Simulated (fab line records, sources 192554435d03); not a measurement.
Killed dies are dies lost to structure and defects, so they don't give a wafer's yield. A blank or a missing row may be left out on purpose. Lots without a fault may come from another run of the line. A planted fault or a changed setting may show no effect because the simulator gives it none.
Which tool did it? | flow n5_finfet | 24 lots, 72 wafers sampled, at 5 steps of a route of 1938

WHAT THE GAUGES READ, wafer by wafer
N5_BEOL_M0_RS_MEAS_126: measures by four-point-probe.
lot  | measured     | on            | M0_RS (ohm/sq)
L074 | day 5 23:53  | film_metro-02 | 0.552 0.503 0.526
L075 | day 6 11:36  | film_metro-01 | 0.523 0.555 0.516
L076 | day 6 14:13  | film_metro-01 | 0.538 0.526 0.528
L077 | day 6 16:22  | film_metro-01 | 0.535 0.589 0.527
L078 | day 6 19:50  | film_metro-02 | 0.555 0.544 0.538
L079 | day 7 06:20  | film_metro-02 | 0.518 0.498 0.498
L080 | day 7 10:20  | film_metro-01 | 0.546 0.514 0.547
L081 | day 7 17:34  | film_metro-01 | 0.509 0.514 0.509
L082 | day 7 21:46  | film_metro-02 | 0.513 0.513 0.512
L083 | day 8 04:02  | film_metro-01 | 0.513 0.544 0.520
L084 | day 8 16:38  | film_metro-01 | 0.508 0.543 0.532
L085 | day 9 01:05  | film_metro-02 | 0.543 0.544 0.532
L087 | day 9 04:38  | film_metro-01 | 0.541 0.525 0.551
L086 | day 9 06:23  | film_metro-01 | 0.531 0.505 0.508
L088 | day 9 10:01  | film_metro-02 | 0.553 0.542 0.520
L089 | day 9 18:50  | film_metro-01 | 0.534 0.531 0.562
L090 | day 9 20:00  | film_metro-02 | 0.553 0.530 0.531
L091 | day 10 08:28 | film_metro-02 | 0.526 0.530 0.520
L092 | day 10 13:04 | film_metro-01 | 0.533 0.528 0.530
L093 | day 10 16:34 | film_metro-01 | 0.525 0.518 0.519
L095 | day 11 02:35 | film_metro-01 | 0.536 0.537 0.550
L094 | day 11 07:43 | film_metro-01 | 0.535 0.515 0.509
L096 | day 11 11:52 | film_metro-01 | 0.505 0.556 0.550
L097 | day 11 15:57 | film_metro-01 | 0.514 0.514 0.510

N5_BEOL_M1_INSPECT_30: inspects for defects (brightfield).
lot  | measured     | on                | raw_defect_count
L074 | day 6 02:49  | defect_inspect-02 | 411 503 552
L075 | day 6 13:46  | defect_inspect-01 | 222 314 240
L076 | day 6 16:26  | defect_inspect-01 | 366 435 382
L077 | day 6 19:16  | defect_inspect-02 | 380 426 434
L078 | day 6 22:32  | defect_inspect-02 | 305 287 394
L079 | day 7 08:03  | defect_inspect-02 | 316 428 492
L080 | day 7 15:00  | defect_inspect-01 | 310 312 472
L081 | day 7 21:10  | defect_inspect-02 | 282 336 350
L082 | day 8 02:12  | defect_inspect-02 | 456 381 548
L083 | day 8 06:37  | defect_inspect-01 | 331 469 516
L084 | day 8 18:31  | defect_inspect-01 | 397 332 492
L085 | day 9 03:49  | defect_inspect-02 | 506 362 382
L087 | day 9 07:24  | defect_inspect-01 | 425 390 467
L086 | day 9 08:10  | defect_inspect-02 | 347 408 414
L088 | day 9 13:04  | defect_inspect-02 | 288 316 274
L089 | day 9 20:50  | defect_inspect-02 | 393 372 487
L090 | day 9 23:01  | defect_inspect-01 | 213 238 271
L091 | day 10 12:13 | defect_inspect-02 | 290 360 458
L092 | day 10 15:41 | defect_inspect-02 | 360 458 537
L093 | day 10 18:15 | defect_inspect-01 | 330 314 310
L095 | day 11 04:42 | defect_inspect-01 | 322 309 282
L094 | day 11 09:59 | defect_inspect-02 | 478 491 393
L096 | day 11 14:00 | defect_inspect-01 | 686 347 309
L097 | day 11 18:34 | defect_inspect-02 | 386 483 345

WHICH TOOL RAN EACH LOT (tool, then ch and the chambers of the sampled wafers, then the start)
lot  | N5_BEOL_M0_PRE_CLEAN_113     | N5_BEOL_M0_ANNEAL_117        | N5_BEOL_M0_SPUTTER_141
L074 | pvd_sputter-02, day 5 20:19  | pvd_sputter-01, day 5 22:20  | pvd_sputter-01, day 5 22:37
L075 | pvd_sputter-01, day 6 08:23  | pvd_sputter-02, day 6 09:37  | pvd_sputter-02, day 6 09:54
L076 | pvd_sputter-02, day 6 12:06  | pvd_sputter-02, day 6 12:46  | pvd_sputter-02, day 6 13:02
L077 | pvd_sputter-02, day 6 14:05  | pvd_sputter-02, day 6 14:53  | pvd_sputter-02, day 6 15:10
L078 | pvd_sputter-03, day 6 17:56  | pvd_sputter-03, day 6 18:30  | pvd_sputter-03, day 6 18:47
L079 | pvd_sputter-02, day 7 02:49  | pvd_sputter-01, day 7 04:58  | pvd_sputter-01, day 7 05:14
L080 | pvd_sputter-03, day 7 08:28  | pvd_sputter-03, day 7 09:00  | pvd_sputter-03, day 7 09:17
L081 | pvd_sputter-03, day 7 13:56  | pvd_sputter-01, day 7 14:40  | pvd_sputter-01, day 7 14:57
L082 | pvd_sputter-02, day 7 19:29  | pvd_sputter-03, day 7 20:25  | pvd_sputter-03, day 7 20:42
L083 | pvd_sputter-02, day 8 01:34  | pvd_sputter-02, day 8 02:16  | pvd_sputter-02, day 8 02:32
L084 | pvd_sputter-03, day 8 14:43  | pvd_sputter-03, day 8 15:18  | pvd_sputter-03, day 8 15:35
L085 | pvd_sputter-02, day 8 21:02  | pvd_sputter-01, day 8 23:45  | pvd_sputter-01, day 9 00:02
L087 | pvd_sputter-02, day 9 02:41  | pvd_sputter-03, day 9 03:19  | pvd_sputter-03, day 9 03:35
L086 | pvd_sputter-03, day 9 02:45  | pvd_sputter-02, day 9 05:03  | pvd_sputter-02, day 9 05:20
L088 | pvd_sputter-03, day 9 06:22  | pvd_sputter-03, day 9 08:38  | pvd_sputter-03, day 9 08:55
L089 | pvd_sputter-02, day 9 16:51  | pvd_sputter-02, day 9 17:31  | pvd_sputter-02, day 9 17:47
L090 | pvd_sputter-02, day 9 17:55  | pvd_sputter-02, day 9 18:39  | pvd_sputter-02, day 9 18:56
L091 | pvd_sputter-03, day 10 06:04 | pvd_sputter-03, day 10 07:04 | pvd_sputter-03, day 10 07:20
L092 | pvd_sputter-03, day 10 10:41 | pvd_sputter-03, day 10 11:28 | pvd_sputter-03, day 10 11:45
L093 | pvd_sputter-03, day 10 14:40 | pvd_sputter-01, day 10 15:13 | pvd_sputter-01, day 10 15:30
L095 | pvd_sputter-03, day 11 00:06 | pvd_sputter-01, day 11 01:16 | pvd_sputter-01, day 11 01:32
L094 | pvd_sputter-01, day 11 05:42 | pvd_sputter-01, day 11 06:22 | pvd_sputter-01, day 11 06:38
L096 | pvd_sputter-03, day 11 08:34 | pvd_sputter-03, day 11 10:32 | pvd_sputter-03, day 11 10:49
L097 | pvd_sputter-03, day 11 13:43 | pvd_sputter-03, day 11 14:35 | pvd_sputter-03, day 11 14:52
- N5_BEOL_M0_PRE_CLEAN_113: time 30 s.
- N5_BEOL_M0_ANNEAL_117: time 60 s.
- N5_BEOL_M0_SPUTTER_141: material Cu, target thk 4 nm, time 7.37 s.

WHAT THE TOOLS THEMSELVES READ (means of the sampled wafers that have a number; where no wafer has one, the mark that the record gives instead)
N5_BEOL_M0_PRE_CLEAN_113.
lot  | tool           | heater_power_w (W) | susceptor_temp_C (C)
L074 | pvd_sputter-02 | 301                | 249.87
L075 | pvd_sputter-01 | 288                | 249.99
L076 | pvd_sputter-02 | 324                | 249.86
L077 | pvd_sputter-02 | 324                | 250.02
L078 | pvd_sputter-03 | 327                | 249.92
L079 | pvd_sputter-02 | 329                | 250.13
L080 | pvd_sputter-03 | 327                | 250.03
L081 | pvd_sputter-03 | 326                | 249.97
L082 | pvd_sputter-02 | 305                | 250.13
L083 | pvd_sputter-02 | 301                | 250.08
L084 | pvd_sputter-03 | 322                | 249.86
L085 | pvd_sputter-02 | 358                | 250.21
L087 | pvd_sputter-02 | 298                | 249.91
L086 | pvd_sputter-03 | 329                | 249.95
L088 | pvd_sputter-03 | 320                | 249.98
L089 | pvd_sputter-02 | 330                | 250.16
L090 | pvd_sputter-02 | 302                | 250.00
L091 | pvd_sputter-03 | 325                | 250.01
L092 | pvd_sputter-03 | 330                | 249.96
L093 | pvd_sputter-03 | 327                | 250.03
L095 | pvd_sputter-03 | 318                | 249.82
L094 | pvd_sputter-01 | 336                | 250.05
L096 | pvd_sputter-03 | 328                | 249.99
L097 | pvd_sputter-03 | 333                | 250.03

N5_BEOL_M0_ANNEAL_117.
lot  | tool           | heater_power_w (W) | susceptor_temp_C (C)
L074 | pvd_sputter-01 | 769                | 400.06
L075 | pvd_sputter-02 | 811                | 399.92
L076 | pvd_sputter-02 | 817                | 399.85
L077 | pvd_sputter-02 | 837                | 400.36
L078 | pvd_sputter-03 | 772                | 399.91
L079 | pvd_sputter-01 | 770                | 400.05
L080 | pvd_sputter-03 | 804                | 400.12
L081 | pvd_sputter-01 | 738                | 399.95
L082 | pvd_sputter-03 | 802                | 400.06
L083 | pvd_sputter-02 | 875                | 399.99
L084 | pvd_sputter-03 | 820                | 400.12
L085 | pvd_sputter-01 | 763                | 399.95
L087 | pvd_sputter-03 | 787                | 399.80
L086 | pvd_sputter-02 | 878                | 400.02
L088 | pvd_sputter-03 | 823                | 400.09
L089 | pvd_sputter-02 | 736                | 400.01
L090 | pvd_sputter-02 | 833                | 400.05
L091 | pvd_sputter-03 | 836                | 399.60
L092 | pvd_sputter-03 | 820                | 399.88
L093 | pvd_sputter-01 | 707                | 400.00
L095 | pvd_sputter-01 | 780                | 400.20
L094 | pvd_sputter-01 | 809                | 399.72
L096 | pvd_sputter-03 | 782                | 399.97
L097 | pvd_sputter-03 | 822                | 400.07

N5_BEOL_M0_SPUTTER_141.
lot  | tool           | susceptor_temp_C (C) | throttle_valve_pct (%)
L074 | pvd_sputter-01 | -20.03               | 30.0
L075 | pvd_sputter-02 | -20.12               | 29.8
L076 | pvd_sputter-02 | -19.89               | 30.7
L077 | pvd_sputter-02 | -20.09               | 30.4
L078 | pvd_sputter-03 | -19.94               | 30.8
L079 | pvd_sputter-01 | -19.94               | 30.0
L080 | pvd_sputter-03 | -19.92               | 30.0
L081 | pvd_sputter-01 | -20.04               | 30.4
L082 | pvd_sputter-03 | -19.93               | 29.9
L083 | pvd_sputter-02 | -20.00               | 29.3
L084 | pvd_sputter-03 | -20.01               | 29.9
L085 | pvd_sputter-01 | -19.95               | 30.0
L087 | pvd_sputter-03 | -20.01               | 30.4
L086 | pvd_sputter-02 | -20.00               | 29.3
L088 | pvd_sputter-03 | -19.90               | 29.9
L089 | pvd_sputter-02 | -19.92               | 30.4
L090 | pvd_sputter-02 | -20.00               | 30.3
L091 | pvd_sputter-03 | -19.92               | 29.9
L092 | pvd_sputter-03 | -20.10               | 30.1
L093 | pvd_sputter-01 | -20.04               | 29.9
L095 | pvd_sputter-01 | -19.98               | 30.0
L094 | pvd_sputter-01 | -20.00               | 29.8
L096 | pvd_sputter-03 | -19.92               | 30.1
L097 | pvd_sputter-03 | -20.01               | 29.3

THE ANSWER, worked out from the rows above alone
Rule: what is usual is taken from the lots themselves. Put in order of their means at a reading, lots are off if they are a third of the lots or fewer, leave a main group of 4 or more, and stand apart from it by a gap of 3 or more times the standard deviation of the main group's means; of several such gaps the widest counts. A main group whose means are all the same, to the digits that the tables above print for the reading, isn't used. A lot without any number at a reading at which 4 lots or more have one is off too. The other lots that the step has rows for count as sound. The gauges are gone through in route order, then the tools' own readings, and for those a lot's mean is taken as printed above. The first step at which some lot is off is used, and at that step the reading that is off furthest; a lot without a number counts as furthest.
No lot is off at any reading shown: from this, nothing can be told.

WHAT THE SIMULATOR HAD PUT IN
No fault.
